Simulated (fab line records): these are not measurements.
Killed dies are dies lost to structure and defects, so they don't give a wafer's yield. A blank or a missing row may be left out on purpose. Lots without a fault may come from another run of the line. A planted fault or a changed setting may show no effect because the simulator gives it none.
Chamber matching -- flow n5 finfet -- rie diel-06 running N5_BEOL_M4_STRIP_36: 4 sister chambers
The step strips in N2/H2. 14 wafers are shown with their chamber, then 7 later ones without.

## WAFERS, EACH WITH ITS CHAMBER
wafer,chamber,showerhead plenum p Torr (Torr),drypump motor current A (A),throttle valve pct (%)
L074.2,1,2.57,5.7,23.65
L074.5,2,2.64,5.0,23.66
L074.6,3,2.53,5.9,23.62
L078.1,1,2.57,5.7,23.70
L078.3,3,2.53,5.9,23.66
L078.5,3,2.53,6.0,23.64
L083.1,0,2.51,6.0,23.99
L083.4,2,2.63,5.1,23.70
L083.6,1,2.56,5.8,23.69
L084.1,1,2.56,5.7,23.70
L084.2,2,2.63,5.0,23.68
L084.4,0,2.51,6.0,23.97
L086.1,3,2.52,5.9,23.67
L086.4,2,2.63,5.1,23.72

SIGNATURES (means of the wafers above)
reading,chamber 0,chamber 1,chamber 2,chamber 3,scatter within a chamber
showerhead plenum p Torr,2.5100,2.5650,2.6325,2.5275,0.005
drypump motor current A,6.000,5.725,5.050,5.925,0.05
throttle valve pct,23.9800,23.6850,23.6900,23.6475,0.0232
Rule: for each reading, subtract the chamber's mean from the wafer's reading, divide by that reading's scatter and square the result; add these up over the readings and take the root, which gives the wafer's distance from the chamber. The wafer belongs to the nearest chamber; if the next one is less than 2 further off, it can't be placed. The scatter: the root of (the sum of the squares of (reading less its chamber's mean) over the shown wafers, divided by (wafers less chambers)).

## WAFERS WITH NO CHAMBER GIVEN
wafer,showerhead plenum p Torr (Torr),drypump motor current A (A),throttle valve pct (%)
L086.6,2.52,5.9,23.66
L088.2,2.56,5.7,23.74
L088.4,2.63,5.0,23.72
L088.5,2.56,5.7,23.71
L091.1,2.52,5.9,23.66
L091.4,2.50,6.0,24.00
L091.6,2.55,5.7,23.73

## WHICH CHAMBER EACH ONE RAN IN
wafer,from the rows above,in truth
L086.6,3,3
L088.2,1,1
L088.4,2,2
L088.5,1,1
L091.1,3,3
L091.4,0,0
L091.6,1,1
7 of 7 placed correctly. Left unplaced by these rows: 0. 0 placed wrongly.
